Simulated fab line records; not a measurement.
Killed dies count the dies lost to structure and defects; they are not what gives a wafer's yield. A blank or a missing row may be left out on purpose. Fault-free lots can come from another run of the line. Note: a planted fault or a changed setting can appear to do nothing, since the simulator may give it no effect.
Struck lot and sound lot, side by side | flow nand_harc | 13 out of 1159 route steps
Sound: wafers L981.2, L981.4, L981.5. Struck: wafer L987.5 (left out: L987.4, L987.6 of the same lot, which were not struck); the cause appears at the end.
At each step with rows: each side's tool, then ch and its chambers, then its first start. Under that, the readings that differ: sound wafers | struck wafers | difference of the means | sigmas: that difference in standard deviations of wafers without a fault.
alike: readings with means less than 2 such deviations apart, plus words and numbers identical on both sides. not compared: withheld readings, readings lacking a value on some wafer, bounds such as >300 that could conceal the same value, and numbers that have no deviation in the record and whose values overlap.
Wherever a step has rows on one side only, a row that says differs or no value, or a row with sigmas, the two part there. Numbers that have no deviation but don't overlap get no sigmas and don't part them. A reading that every wafer of one side lacks parts them only if that side has two wafers or more.

first, 1 step without rows for these wafers: NHARC_A_SLIT_SRD_20.
NHARC_A_SLIT_CD_MEAS_21:
  sound: cd_sem-02 at day 19 07:28; struck: cd_sem-03 at day 19 17:11
  reading    | sound             | struck | difference | sigmas
  cd_nm (nm) | 289.1 287.6 287.5 | 291.1  | +3.0       | +4
then, 3 steps without rows for these wafers: NHARC_A_SIN_REMOVE_WET_00 (chemistry H3PO4, time 15300 s); NHARC_A_SIN_REMOVE_PRECLEAN_01 (cleans in SC1); NHARC_A_SIN_REMOVE_SRD_02.
NHARC_A_SIN_REMOVE_INSPECT_04:
  sound: defect_inspect-02 at day 19 13:33; struck: defect_inspect-01 at day 19 22:26
  alike: raw_defect_count
NHARC_A_WL_FILL_ALD_00: deposits Al2O3, target thk 3 nm, pulse time 3 s, ald cycles 30.
  sound on ald_hk-02 ch 1,3, day 19 13:58; struck on ald_hk-01 ch 0, day 19 22:33
  alike: heater_power_w, precursor_pulse_height_rel
NHARC_A_WL_FILL_RTA_01: time 5 s.
  sound on rtp_anneal-02 ch 0, day 19 14:14; struck on rtp_anneal-02 ch 0, day 19 22:51
  alike: lamp_power_pct, lamp_zone_1_pct, lamp_zone_4_pct, wafer_temp_C_max
NHARC_A_WL_FILL_ALD_02: deposits TiN, target thk 2 nm, pulse time 3 s, ald cycles 100.
  sound on ald_metal-04 ch 0,1, day 19 14:25; struck on ald_metal-04 ch 2, day 19 23:05
  alike: heater_power_w, precursor_pulse_height_rel
NHARC_A_WL_FILL_CVD_03: deposits W, target thk 40 nm, time 3302 s.
  sound on cvd_w-01 ch 1, day 19 17:46; struck on cvd_w-01 ch 1, day 20 02:13
  alike: heater_power_w, mfc_ar_sccm, mfc_h2_sccm, throttle_valve_pct
NHARC_A_WL_FILL_ETCHBACK_04: etches the open film in NF3, target depth 60 nm, time 120 s.
  sound on rie_metal-01 ch 0,1, day 19 20:40; struck on rie_metal-02 ch 0, day 20 04:11
  reading               | sound             | struck | difference | sigmas
  oes_product_au (a.u.) | 0.995 0.997 0.989 | 1.028  | +0.034     | +3
  run_length_s (s)      | 140.8 141.0 142.2 | 137.7  | -3.6       | -8
  alike: drypump_motor_current_A
  not compared: rf_hours_counter_h
NHARC_A_WL_FILL_ETCHBACK_05: etches the open film in Cl2/BCl3, target depth 22 nm, time 60 s.
  sound on rie_metal-01 ch 0,1, day 19 20:54; struck on rie_metal-02 ch 0, day 20 04:23
  reading               | sound             | struck | difference | sigmas
  oes_product_au (a.u.) | 0.994 0.989 0.995 | 1.020  | +0.027     | +2
  alike: drypump_motor_current_A, run_length_s, temp_c
  not compared: rf_hours_counter_h
following that, these wafers have no rows for 1 step: NHARC_END_SORT_01.

## WHERE THEY PART
At NHARC_A_SLIT_CD_MEAS_21 first; at NHARC_A_WL_FILL_ETCHBACK_05 last (within this record only).

WHY: the cause the simulator had injected
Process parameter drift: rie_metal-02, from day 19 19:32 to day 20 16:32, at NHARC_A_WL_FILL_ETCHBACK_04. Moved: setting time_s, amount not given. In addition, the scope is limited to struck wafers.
